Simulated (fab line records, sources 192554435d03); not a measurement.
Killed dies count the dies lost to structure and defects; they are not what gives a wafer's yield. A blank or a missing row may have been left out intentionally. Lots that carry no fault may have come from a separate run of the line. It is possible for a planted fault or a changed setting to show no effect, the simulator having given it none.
Split-lot experiment :: flow n5-finfet :: 21 wafers read from 7 lots, route of 1938 steps

ON THE SPLIT
At N5_BEOL_M2_ETCH_70 (etches SOC in N2/H2, target depth 80 nm, overetch 24 nm, time 130 s), the setting time-s was moved away from the recipe's 130 s on 5 of the 21 wafers read, by -22.5% to -7.5%. The other wafers ran this setting at the recipe's value.

The reading comes from the split's own step.

THE READING
SiARC_of_BEOL_M2_COAT_68.thk-nm (the simulator's own value, which no gauge read), in nm, at N5_BEOL_M2_ETCH_70 (etches SOC in N2/H2, target depth 80 nm, overetch 24 nm, time 130 s). There is no usual value for it anywhere in the file. The 16 wafers here that ran the recipe average 5.8 nm, standard deviation 0.16 nm.

wafer: L078.1
tool, chamber at the split: rie-diel-03, 2
time-s as run, s: 130
against the recipe: recipe
SiARC_of_BEOL_M2_COAT_68.thk-nm, nm: 5.6
against lot-mates on the recipe: -

wafer: L078.4
tool, chamber at the split: rie-diel-03, 2
time-s as run, s: 130
against the recipe: recipe
SiARC_of_BEOL_M2_COAT_68.thk-nm, nm: 5.6
against lot-mates on the recipe: -

wafer: L078.6
tool, chamber at the split: rie-diel-03, 1
time-s as run, s: 100.8
against the recipe: -22.5%
SiARC_of_BEOL_M2_COAT_68.thk-nm, nm: 7
against lot-mates on the recipe: +1.4

wafer: L079.2
tool, chamber at the split: rie-diel-03, 1
time-s as run, s: 130
against the recipe: recipe
SiARC_of_BEOL_M2_COAT_68.thk-nm, nm: 5.8
against lot-mates on the recipe: -

wafer: L079.3
tool, chamber at the split: rie-diel-03, 2
time-s as run, s: 130
against the recipe: recipe
SiARC_of_BEOL_M2_COAT_68.thk-nm, nm: 5.6
against lot-mates on the recipe: -

wafer: L079.5
tool, chamber at the split: rie-diel-03, 2
time-s as run, s: 115.8
against the recipe: -10.9%
SiARC_of_BEOL_M2_COAT_68.thk-nm, nm: 6.4
against lot-mates on the recipe: +0.7

wafer: L089.2
tool, chamber at the split: rie-diel-03, 2
time-s as run, s: 130
against the recipe: recipe
SiARC_of_BEOL_M2_COAT_68.thk-nm, nm: 5.6
against lot-mates on the recipe: -

wafer: L089.4
tool, chamber at the split: rie-diel-03, 1
time-s as run, s: 130
against the recipe: recipe
SiARC_of_BEOL_M2_COAT_68.thk-nm, nm: 5.8
against lot-mates on the recipe: -

wafer: L089.5
tool, chamber at the split: rie-diel-03, 2
time-s as run, s: 111.9
against the recipe: -13.9%
SiARC_of_BEOL_M2_COAT_68.thk-nm, nm: 6.6
against lot-mates on the recipe: +0.9

wafer: L092.2
tool, chamber at the split: rie-diel-02, 3
time-s as run, s: 130
against the recipe: recipe
SiARC_of_BEOL_M2_COAT_68.thk-nm, nm: 5.6
against lot-mates on the recipe: -

wafer: L092.3
tool, chamber at the split: rie-diel-02, 1
time-s as run, s: 118.2
against the recipe: -9.1%
SiARC_of_BEOL_M2_COAT_68.thk-nm, nm: 6.4
against lot-mates on the recipe: +0.7

wafer: L092.5
tool, chamber at the split: rie-diel-02, 0
time-s as run, s: 130
against the recipe: recipe
SiARC_of_BEOL_M2_COAT_68.thk-nm, nm: 5.8
against lot-mates on the recipe: -

wafer: L091.1
tool, chamber at the split: rie-diel-02, 0,2
time-s as run, s: 130
against the recipe: recipe
SiARC_of_BEOL_M2_COAT_68.thk-nm, nm: 5.8
against lot-mates on the recipe: -

wafer: L091.3
tool, chamber at the split: rie-diel-02, 0,2
time-s as run, s: 130
against the recipe: recipe
SiARC_of_BEOL_M2_COAT_68.thk-nm, nm: 5.8
against lot-mates on the recipe: -

wafer: L091.4
tool, chamber at the split: rie-diel-02, 1
time-s as run, s: 130
against the recipe: recipe
SiARC_of_BEOL_M2_COAT_68.thk-nm, nm: 5.6
against lot-mates on the recipe: -

wafer: L093.3
tool, chamber at the split: rie-diel-03, 1
time-s as run, s: 120.2
against the recipe: -7.5%
SiARC_of_BEOL_M2_COAT_68.thk-nm, nm: 6.2
against lot-mates on the recipe: +0.3

wafer: L093.5
tool, chamber at the split: rie-diel-03, 3
time-s as run, s: 130
against the recipe: recipe
SiARC_of_BEOL_M2_COAT_68.thk-nm, nm: 6
against lot-mates on the recipe: -

wafer: L093.6
tool, chamber at the split: rie-diel-03, 1
time-s as run, s: 130
against the recipe: recipe
SiARC_of_BEOL_M2_COAT_68.thk-nm, nm: 5.8
against lot-mates on the recipe: -

wafer: L097.2
tool, chamber at the split: rie-diel-03, 2,1
time-s as run, s: 130
against the recipe: recipe
SiARC_of_BEOL_M2_COAT_68.thk-nm, nm: 5.8
against lot-mates on the recipe: -

wafer: L097.4
tool, chamber at the split: rie-diel-03, 2,1
time-s as run, s: 130
against the recipe: recipe
SiARC_of_BEOL_M2_COAT_68.thk-nm, nm: 5.8
against lot-mates on the recipe: -

wafer: L097.3
tool, chamber at the split: rie-diel-03, 3
time-s as run, s: 130
against the recipe: recipe
SiARC_of_BEOL_M2_COAT_68.thk-nm, nm: 6.2
against lot-mates on the recipe: -
The file does not say which wafer passed through which chamber wherever a row lists several chambers: such a row stands for several wafers.

FIT RESULTS
A straight line over all 21 wafers: SiARC_of_BEOL_M2_COAT_68.thk-nm changes by -0.0577 nm for each +1% of time-s; r = -0.92; the points scatter about the line by 0.15 nm.
The same after taking each lot's own level away (the mean of its wafers on the recipe; 21 wafers): -0.063 nm for each +1%; r = -0.96; scatter 0.12 nm.
On that fit, the largest move of time-s shifts the reading by 1.4 nm.
Across the lots, their own levels run from 5.60 to 5.93 nm, a range of 2.1 times the standard deviation given above.
So the lot-to-lot level changes the slope little: the two slopes agree.
Check: +1.43 nm against its lot-mates is what the line predicts for one of the wafers moved furthest among these (-22.5%) when that wafer is left out of the fit. Against them it came out at +1.4 nm.

OTHER SPLITS ON THESE WAFERS
Note: prior to the reading, these wafers also went through further splits. Each is held against what the fit with the lots' levels taken away leaves over:
other split on the same wafers: N5_BEOL_M0_SAQP_COAT_34 spin-rpm
wafers away from the commonest value: 7
r with SiARC_of_BEOL_M2_COAT_68.thk-nm (lot level and that fit taken away): +0.18

other split on the same wafers: N5_BEOL_M2_EXPOSE_08 dose-mj
wafers away from the commonest value: 10
r with SiARC_of_BEOL_M2_COAT_68.thk-nm (lot level and that fit taken away): -0.03

FILE'S OWN FIT
SiARC_of_BEOL_M2_COAT_68.thk-nm changes by -0.063 nm for each +1% of time-s, r = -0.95.
